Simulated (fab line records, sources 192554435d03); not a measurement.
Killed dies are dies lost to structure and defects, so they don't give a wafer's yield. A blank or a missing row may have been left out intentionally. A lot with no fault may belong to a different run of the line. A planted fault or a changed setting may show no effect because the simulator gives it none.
Chamber matching || flow n5-finfet || pecvd-03 running N5_BEOL_M12_DEP_53: 3 sister chambers
The step deposits SiCN from 3MS/NH3, target thk 30 nm, time 10.5 s. 22 wafers are shown with their chamber, then 11 later ones without.

## WAFERS PAIRED WITH THEIR CHAMBERS
{"wafer": "L075.4", "chamber": 1, "showerhead-plenum-p-Torr (Torr)": 4.122, "throttle-valve-pct (%)": 18.2}
{"wafer": "L075.5", "chamber": 1, "showerhead-plenum-p-Torr (Torr)": 4.124, "throttle-valve-pct (%)": 18.3}
{"wafer": "L075.6", "chamber": 2, "showerhead-plenum-p-Torr (Torr)": 4.164, "throttle-valve-pct (%)": 17.8}
{"wafer": "L074.2", "chamber": 1, "showerhead-plenum-p-Torr (Torr)": 4.122, "throttle-valve-pct (%)": 18.4}
{"wafer": "L074.3", "chamber": 1, "showerhead-plenum-p-Torr (Torr)": 4.122, "throttle-valve-pct (%)": 18.4}
{"wafer": "L074.4", "chamber": 2, "showerhead-plenum-p-Torr (Torr)": 4.156, "throttle-valve-pct (%)": 17.8}
{"wafer": "L076.2", "chamber": 0, "showerhead-plenum-p-Torr (Torr)": 4.181, "throttle-valve-pct (%)": 19.5}
{"wafer": "L076.3", "chamber": 1, "showerhead-plenum-p-Torr (Torr)": 4.127, "throttle-valve-pct (%)": 18.6}
{"wafer": "L076.6", "chamber": 2, "showerhead-plenum-p-Torr (Torr)": 4.172, "throttle-valve-pct (%)": 17.8}
{"wafer": "L077.3", "chamber": 0, "showerhead-plenum-p-Torr (Torr)": 4.188, "throttle-valve-pct (%)": 19.6}
{"wafer": "L077.5", "chamber": 1, "showerhead-plenum-p-Torr (Torr)": 4.115, "throttle-valve-pct (%)": 18.2}
{"wafer": "L077.6", "chamber": 0, "showerhead-plenum-p-Torr (Torr)": 4.188, "throttle-valve-pct (%)": 19.7}
{"wafer": "L081.1", "chamber": 2, "showerhead-plenum-p-Torr (Torr)": 4.155, "throttle-valve-pct (%)": 17.9}
{"wafer": "L081.3", "chamber": 0, "showerhead-plenum-p-Torr (Torr)": 4.186, "throttle-valve-pct (%)": 20.0}
{"wafer": "L081.6", "chamber": 0, "showerhead-plenum-p-Torr (Torr)": 4.176, "throttle-valve-pct (%)": 19.7}
{"wafer": "L085.2", "chamber": 2, "showerhead-plenum-p-Torr (Torr)": 4.159, "throttle-valve-pct (%)": 17.8}
{"wafer": "L085.4", "chamber": 1, "showerhead-plenum-p-Torr (Torr)": 4.119, "throttle-valve-pct (%)": 18.2}
{"wafer": "L085.5", "chamber": 2, "showerhead-plenum-p-Torr (Torr)": 4.157, "throttle-valve-pct (%)": 17.7}
{"wafer": "L088.1", "chamber": 1, "showerhead-plenum-p-Torr (Torr)": 4.118, "throttle-valve-pct (%)": 18.2}
{"wafer": "L088.5", "chamber": 1, "showerhead-plenum-p-Torr (Torr)": 4.127, "throttle-valve-pct (%)": 18.3}
{"wafer": "L088.6", "chamber": 2, "showerhead-plenum-p-Torr (Torr)": 4.161, "throttle-valve-pct (%)": 17.9}
{"wafer": "L090.1", "chamber": 2, "showerhead-plenum-p-Torr (Torr)": 4.160, "throttle-valve-pct (%)": 18.2}

SIGNATURES, as means of the wafers listed above
{"reading": "showerhead-plenum-p-Torr", "chamber 0": 4.18380, "chamber 1": 4.12178, "chamber 2": 4.16050, "scatter within a chamber": 0.00485}
{"reading": "throttle-valve-pct", "chamber 0": 19.700, "chamber 1": 18.311, "chamber 2": 17.863, "scatter within a chamber": 0.153}
Rule: a wafer lies at a distance from a chamber equal to the root of the sum of squares, over the readings, of (its reading less the chamber's mean, divided by the reading's scatter). If the next closest chamber is less than 2 further off than the closest, the wafer can't be placed; otherwise it belongs to the closest. How the scatter is found: for the shown wafers, subtract from each reading the mean of its chamber, square and add these, divide the total by (wafers less chambers), then take the root.

## WAFERS MISSING THEIR CHAMBER
{"wafer": "L090.3", "showerhead-plenum-p-Torr (Torr)": 4.122, "throttle-valve-pct (%)": 18.6}
{"wafer": "L090.5", "showerhead-plenum-p-Torr (Torr)": 4.186, "throttle-valve-pct (%)": 19.5}
{"wafer": "L093.2", "showerhead-plenum-p-Torr (Torr)": 4.161, "throttle-valve-pct (%)": 18.2}
{"wafer": "L093.3", "showerhead-plenum-p-Torr (Torr)": 4.160, "throttle-valve-pct (%)": 17.8}
{"wafer": "L093.4", "showerhead-plenum-p-Torr (Torr)": 4.126, "throttle-valve-pct (%)": 18.4}
{"wafer": "L095.2", "showerhead-plenum-p-Torr (Torr)": 4.153, "throttle-valve-pct (%)": 18.0}
{"wafer": "L095.5", "showerhead-plenum-p-Torr (Torr)": 4.123, "throttle-valve-pct (%)": 18.3}
{"wafer": "L095.6", "showerhead-plenum-p-Torr (Torr)": 4.167, "throttle-valve-pct (%)": 17.7}
{"wafer": "L094.3", "showerhead-plenum-p-Torr (Torr)": 4.158, "throttle-valve-pct (%)": 18.1}
{"wafer": "L094.4", "showerhead-plenum-p-Torr (Torr)": 4.127, "throttle-valve-pct (%)": 18.3}
{"wafer": "L094.6", "showerhead-plenum-p-Torr (Torr)": 4.156, "throttle-valve-pct (%)": 18.3}

## WHICH CHAMBER EACH WENT THROUGH
{"wafer": "L090.3", "from the rows above": 1, "in truth": 1}
{"wafer": "L090.5", "from the rows above": 0, "in truth": 0}
{"wafer": "L093.2", "from the rows above": 2, "in truth": 2}
{"wafer": "L093.3", "from the rows above": 2, "in truth": 2}
{"wafer": "L093.4", "from the rows above": 1, "in truth": 1}
{"wafer": "L095.2", "from the rows above": 2, "in truth": 2}
{"wafer": "L095.5", "from the rows above": 1, "in truth": 1}
{"wafer": "L095.6", "from the rows above": 2, "in truth": 2}
{"wafer": "L094.3", "from the rows above": 2, "in truth": 2}
{"wafer": "L094.4", "from the rows above": 1, "in truth": 1}
{"wafer": "L094.6", "from the rows above": 2, "in truth": 2}
Correctly placed: 11 of 11. Number that these rows cannot place: 0. Number placed wrongly: 0.
